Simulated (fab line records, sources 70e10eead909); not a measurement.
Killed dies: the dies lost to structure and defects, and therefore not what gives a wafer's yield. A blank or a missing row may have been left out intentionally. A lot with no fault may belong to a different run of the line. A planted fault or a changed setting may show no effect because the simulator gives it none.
Matching of chambers | flow nand harc | NHARC_P_M2_PRE_CLEAN_32 on pecvd-02: 3 sister chambers
The step time 12 s. 3 wafers are shown with their chamber, then 8 later ones without.

## EACH WAFER AND ITS CHAMBER
wafer  | chamber | heater power outer w (W)
L093.3 | 0       | 408
L093.4 | 2       | 415
L094.1 | 1       | 483

## WAFERS MISSING THEIR CHAMBER
wafer  | heater power outer w (W)
L094.3 | 416
L094.4 | 494
L095.1 | 429
L095.2 | 432
L095.3 | 402
L096.2 | 418
L096.4 | 415
L096.6 | 398

## WHICH CHAMBER EACH ONE RAN IN
wafer  | from the rows above     | in truth
L094.3 | can't be placed: 2 or 0 | 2
L094.4 | 1                       | 1
L095.1 | can't be placed: 2 or 0 | 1
L095.2 | can't be placed: 2 or 0 | 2
L095.3 | can't be placed: 0 or 2 | 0
L096.2 | can't be placed: 2 or 0 | 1
L096.4 | can't be placed: 2 or 0 | 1
L096.6 | can't be placed: 0 or 2 | 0
Correctly placed: 1 of 8. From these rows, 7 cannot be placed; in 4 the true chamber is one of the candidates. Wrongly placed: 0.
How it was worked out, from the rows above alone: a wafer's distance from a chamber is the root of the sum, over the readings, of the square of ((its reading less the chamber's mean) divided by the reading's scatter). If the next closest chamber is less than 2 further off than the closest, the wafer can't be placed; otherwise it belongs to the closest. For every chamber, the mean is computed from those of its wafers that are shown. The scatter (one wafer shown for each chamber): square how far every hidden wafer sits from the nearest shown wafer, average those squares and take the square root.
